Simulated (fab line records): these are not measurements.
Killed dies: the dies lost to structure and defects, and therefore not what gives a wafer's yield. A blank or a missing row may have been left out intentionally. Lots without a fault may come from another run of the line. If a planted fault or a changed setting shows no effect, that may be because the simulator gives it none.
Chamber matching :: flow n5_finfet :: rie_diel-03 running N5_BEOL_M13_TRENCH_ETCH_34: 4 sister chambers
The step etches SiOC in C4F8/O2/Ar, target depth 413.47 nm, time 162.6 s. 14 wafers are shown with their chamber, then 7 later ones without.

WAFERS WITH THEIR CHAMBER
wafer: L075.1
chamber: 3
showerhead_plenum_p_Torr (Torr): 3.48
drypump_motor_current_A (A): 6.5
throttle_valve_pct (%): 24.08

wafer: L075.2
chamber: 1
showerhead_plenum_p_Torr (Torr): 3.34
drypump_motor_current_A (A): 5.9
throttle_valve_pct (%): 23.99

wafer: L075.4
chamber: 2
showerhead_plenum_p_Torr (Torr): 3.32
drypump_motor_current_A (A): 6.6
throttle_valve_pct (%): 23.97

wafer: L079.3
chamber: 1
showerhead_plenum_p_Torr (Torr): 3.33
drypump_motor_current_A (A): 5.8
throttle_valve_pct (%): 24.00

wafer: L079.4
chamber: 3
showerhead_plenum_p_Torr (Torr): 3.47
drypump_motor_current_A (A): 6.4
throttle_valve_pct (%): 24.11

wafer: L079.6
chamber: 1
showerhead_plenum_p_Torr (Torr): 3.33
drypump_motor_current_A (A): 5.8
throttle_valve_pct (%): 24.01

wafer: L083.4
chamber: 3
showerhead_plenum_p_Torr (Torr): 3.47
drypump_motor_current_A (A): 6.4
throttle_valve_pct (%): 24.10

wafer: L083.5
chamber: 1
showerhead_plenum_p_Torr (Torr): 3.33
drypump_motor_current_A (A): 5.9
throttle_valve_pct (%): 24.01

wafer: L083.6
chamber: 0
showerhead_plenum_p_Torr (Torr): 3.39
drypump_motor_current_A (A): 5.2
throttle_valve_pct (%): 23.99

wafer: L088.1
chamber: 2
showerhead_plenum_p_Torr (Torr): 3.32
drypump_motor_current_A (A): 6.6
throttle_valve_pct (%): 23.78

wafer: L088.2
chamber: 1
showerhead_plenum_p_Torr (Torr): 3.32
drypump_motor_current_A (A): 5.9
throttle_valve_pct (%): 24.02

wafer: L088.3
chamber: 0
showerhead_plenum_p_Torr (Torr): 3.38
drypump_motor_current_A (A): 5.3
throttle_valve_pct (%): 24.01

wafer: L087.2
chamber: 1
showerhead_plenum_p_Torr (Torr): 3.32
drypump_motor_current_A (A): 5.8
throttle_valve_pct (%): 24.02

wafer: L087.3
chamber: 0
showerhead_plenum_p_Torr (Torr): 3.38
drypump_motor_current_A (A): 5.3
throttle_valve_pct (%): 24.01

SIGNATURES, as means of the wafers listed above
reading: showerhead_plenum_p_Torr
chamber 0: 3.3833
chamber 1: 3.3283
chamber 2: 3.3200
chamber 3: 3.4733
scatter within a chamber: 0.00645

reading: drypump_motor_current_A
chamber 0: 5.267
chamber 1: 5.850
chamber 2: 6.600
chamber 3: 6.433
scatter within a chamber: 0.0532

reading: throttle_valve_pct
chamber 0: 24.0033
chamber 1: 24.0083
chamber 2: 23.8750
chamber 3: 24.0967
scatter within a chamber: 0.0441
Rule: a wafer's distance from a chamber is the root of the sum, over the readings, of the square of ((its reading less the chamber's mean) divided by the reading's scatter). The wafer belongs to the nearest chamber; if the next one is less than 2 further off, it can't be placed. The scatter is the square root of a quotient: the sum, over the shown wafers, of each reading's squared deviation from its chamber's mean, divided by wafers minus chambers.

WAFERS WITHOUT THEIR CHAMBER
wafer: L087.6
showerhead_plenum_p_Torr (Torr): 3.38
drypump_motor_current_A (A): 5.3
throttle_valve_pct (%): 24.01

wafer: L096.4
showerhead_plenum_p_Torr (Torr): 3.37
drypump_motor_current_A (A): 5.2
throttle_valve_pct (%): 24.04

wafer: L096.5
showerhead_plenum_p_Torr (Torr): 3.46
drypump_motor_current_A (A): 6.4
throttle_valve_pct (%): 23.86

wafer: L096.6
showerhead_plenum_p_Torr (Torr): 3.37
drypump_motor_current_A (A): 5.3
throttle_valve_pct (%): 24.04

wafer: L097.2
showerhead_plenum_p_Torr (Torr): 3.31
drypump_motor_current_A (A): 5.8
throttle_valve_pct (%): 24.06

wafer: L097.4
showerhead_plenum_p_Torr (Torr): 3.31
drypump_motor_current_A (A): 6.6
throttle_valve_pct (%): 23.81

wafer: L097.5
showerhead_plenum_p_Torr (Torr): 3.31
drypump_motor_current_A (A): 5.9
throttle_valve_pct (%): 24.06

WHICH CHAMBER EACH WENT THROUGH
wafer: L087.6
from the rows above: 0
in truth: 0

wafer: L096.4
from the rows above: 0
in truth: 0

wafer: L096.5
from the rows above: 3
in truth: 3

wafer: L096.6
from the rows above: 0
in truth: 0

wafer: L097.2
from the rows above: 1
in truth: 1

wafer: L097.4
from the rows above: 2
in truth: 2

wafer: L097.5
from the rows above: 1
in truth: 1
Correct placement for 7 of the 7. From these rows, 0 cannot be placed. Placed wrongly: 0.
